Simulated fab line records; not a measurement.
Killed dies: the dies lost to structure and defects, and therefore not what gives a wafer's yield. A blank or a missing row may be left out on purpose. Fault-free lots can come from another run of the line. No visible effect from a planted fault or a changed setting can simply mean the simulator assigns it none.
Struck lot and sound lot, side by side / flow n5 finfet / 36 steps out of a route of 1938
Sound: the wafers L505.2, L505.3, L505.6. Struck: wafers L518.2, L518.3. (L518.6 of the same lot was not struck and is left out.) The cause comes at the end.
Each step with rows lists, per side, the tool, then ch with its chambers, then its first start. Under that, the readings that differ: sound wafers / struck wafers / difference of the means / sigmas: that difference in standard deviations of wafers without a fault.
alike: a reading whose means differ by less than 2 such deviations, as well as words and numbers matching on both sides. not compared: withheld readings; readings where some wafer has no value; bounds like >300 that might hide an equal value; numbers whose values overlap and for which the record gives no deviation.
A row with sigmas, a row that says differs or no value, or rows on one side alone: a step with any of these is where the two part. Non-overlapping numbers with no deviation appear without sigmas and do not part them. Lack of a reading on every wafer of one side parts them only where that side has two or more wafers.

first, 9 steps without rows for these wafers: N5_SD_EPI_N_DEVELOP_08 (develop time 30 s); N5_SD_EPI_N_DESCUM_14 (chemistry O2, time 7.9 s); N5_SD_EPI_N_ETCH_34 (etches SiARC in CF4, target depth 45.5 nm, time 75.8 s); N5_SD_EPI_N_ETCH_35 (etches SOC in N2/H2, overetch 108 nm, time 486 s); N5_SD_EPI_N_STRIP_36 (strips in N2/H2); N5_SD_EPI_N_ETCHBACK_44 (etches SiNx in CH3F/O2, stops on SiO2, target depth 14.5 nm); N5_SD_EPI_N_ETCH_45 (etches SiOCN in CH3F/O2, target depth 6 nm); N5_SD_EPI_N_ETCH_16 (etches SiO2 in CHF3/O2, target depth 5 nm); N5_SD_EPI_N_STRIP_47 (strips in CHF3/O2).
N5_SD_EPI_N_SD_RECESS_17: chemistry HBr/Cl2/O2, target depth 41 nm, time 23.7 s, bt time 3 s.
  sound on rie si-04 ch 1,2,3, day 4 21:02; struck on rie si-04 ch 1,3, day 8 02:50
reading=model.etch.depth nm (nm); sound=40.98 40.63 41.41; struck=47.74 47.45; difference=+6.59; sigmas=
reading=model.SD_EPI_N.feature depth nm (nm); sound=41 40.6 41.4; struck=47.8 47.4; difference=+6.6; sigmas=
reading=model.Si_of_WELL_APT_EPI_41.thk nm (nm); sound=8.4 8.2 7.8; struck=4.2 4.2; difference=-3.9; sigmas=
  alike: drypump motor current A, oes product au, throttle valve pct
  not compared: rf hours counter h
then, 2 steps without rows for these wafers: N5_SD_EPI_N_STRIP_38 (strips in N2/H2); N5_SD_EPI_N_WET_ETCH_43 (etches SiO2 in dHF, time 14 s, target depth 1.5 nm).
N5_SD_EPI_N_STRIP_18: strips in SPM, time 750 s.
  sound on wet bench-03 ch 0,1,6, day 4 21:14; struck on wet bench-05 ch 1,3, day 8 03:02
reading=model.Si_of_WELL_APT_EPI_41.thk nm (nm); sound=8.2 7.8 7.4; struck=3.8 4; difference=-3.9; sigmas=
then, 21 steps without rows for these wafers: N5_SD_EPI_N_SRD_20 (time 30 s); N5_SD_EPI_N_PRECLEAN_48 (cleans in NF3:NH3, afs cycles 2, time 20 s, sublimation time 60 s); N5_SD_EPI_N_VAPOR_ETCH_50 (etches Si in HCl, time 54 s); N5_SD_EPI_N_EPI_21 (deposits Si:P, time 690 s); N5_SD_EPI_N_PRECLEAN_24 (cleans in O3/DIW, time 60 s); N5_SD_EPI_N_SRD_25 (time 30 s); N5_SD_EPI_N_PRECLEAN_49 (cleans in NF3:NH3, afs cycles 1, time 20 s, sublimation time 60 s); N5_SD_EPI_N_LINER_46 (material SiNx, target thk 3 nm); N5_SD_EPI_P_COAT_34 (time 60 s, resist thk 350 nm); N5_SD_EPI_P_COAT_35 (time 60 s, resist thk 35 nm); N5_SD_EPI_P_COAT_03 (resist thk 150 nm); N5_SD_EPI_P_EBR_05; N5_SD_EPI_P_SOFTBAKE_04 (time 60 s); N5_SD_EPI_P_EXPOSE_06 (exposes mask SD P BLK, target cd 240 nm); N5_SD_EPI_P_PEB_07 (peb time 60 s); N5_SD_EPI_P_DEVELOP_08 (develop time 30 s); N5_SD_EPI_P_DESCUM_14 (chemistry O2, time 7.9 s); N5_SD_EPI_P_ETCH_36 (etches SiARC in CF4, target depth 45.5 nm, time 75.8 s); N5_SD_EPI_P_ETCH_37 (etches SOC in N2/H2, overetch 108 nm, time 486 s); N5_SD_EPI_P_STRIP_38 (strips in N2/H2); N5_SD_EPI_P_ETCHBACK_46 (etches SiNx in CH3F/O2, stops on SiO2, target depth 17.5 nm).
-- a jump in the record: the struck wafers' starts before and after are 5 days apart (it breaks off in module SD_EPI_P and resumes in module BEOL_M4, where the first step shown is number 1111 of the route) --
N5_BEOL_M4_RC_MEAS_101:
  sound on prober-01 ch 0, day 10 09:52; struck on prober-02 ch 0, day 13 09:29
reading=CJ_N; sound=4.32 4.29 4.37; struck=4.83 4.90; difference=+0.54; sigmas=+5
reading=DIBL_N (mV/V); sound=36.4 36.0 37.1; struck=45.5 37.7; difference=+5.1; sigmas=+3
reading=IOFF_N (nA/um); sound=0.16 0.15 0.17; struck=0.76 0.23; difference=+0.33; sigmas=+10
reading=IOFF_N_85C (nA/um); sound=3.2 3.0 3.4; struck=11.9 4.3; difference=+4.9; sigmas=+8
reading=SS_N (mV/dec); sound=71.6 71.7 71.8; struck=81.1 76.6; difference=+7.1; sigmas=+11
  alike: DIBL_P, IOFF_P, ION_N, ION_P, SS_P, VT_N, VT_P
-- the record jumps here: 5 days lie between the struck wafers' starts before and after (it left off in module BEOL_M4 and takes up again in module PASSIVATION, whose first step shown is number 1936 of the route) --
N5_PASSIVATION_PROBE_49:
  sound: prober-02 at day 14 15:53; struck: prober-01 at day 18 03:04
reading=killed_at_M4_up; sound=6 9 13; struck=24 24; difference=+15; sigmas=+3
reading=sort_bin_4_leakage (%); sound=0 0 0; struck=91.27 0; difference=+45.63; sigmas=+99 or more
reading=sort n pass; sound=1085 1082 1080; struck=3 1074; difference=-544; sigmas=-32
reading=sort yield pct (%); sound=91.9 91.7 91.5; struck=0.3 91.0; difference=-46.1; sigmas=-33
  alike: defect limited yield, killed_at_M0_to_M3, killed at contacts, killed at front end, killed at other, killed dies, killed open, killed short, sort_bin_5_function, sort_bin_6_memory

WHERE THEY PART
At N5_BEOL_M4_RC_MEAS_101 first; at N5_PASSIVATION_PROBE_49 last (within this record only).

WHY: whatever the simulator had introduced
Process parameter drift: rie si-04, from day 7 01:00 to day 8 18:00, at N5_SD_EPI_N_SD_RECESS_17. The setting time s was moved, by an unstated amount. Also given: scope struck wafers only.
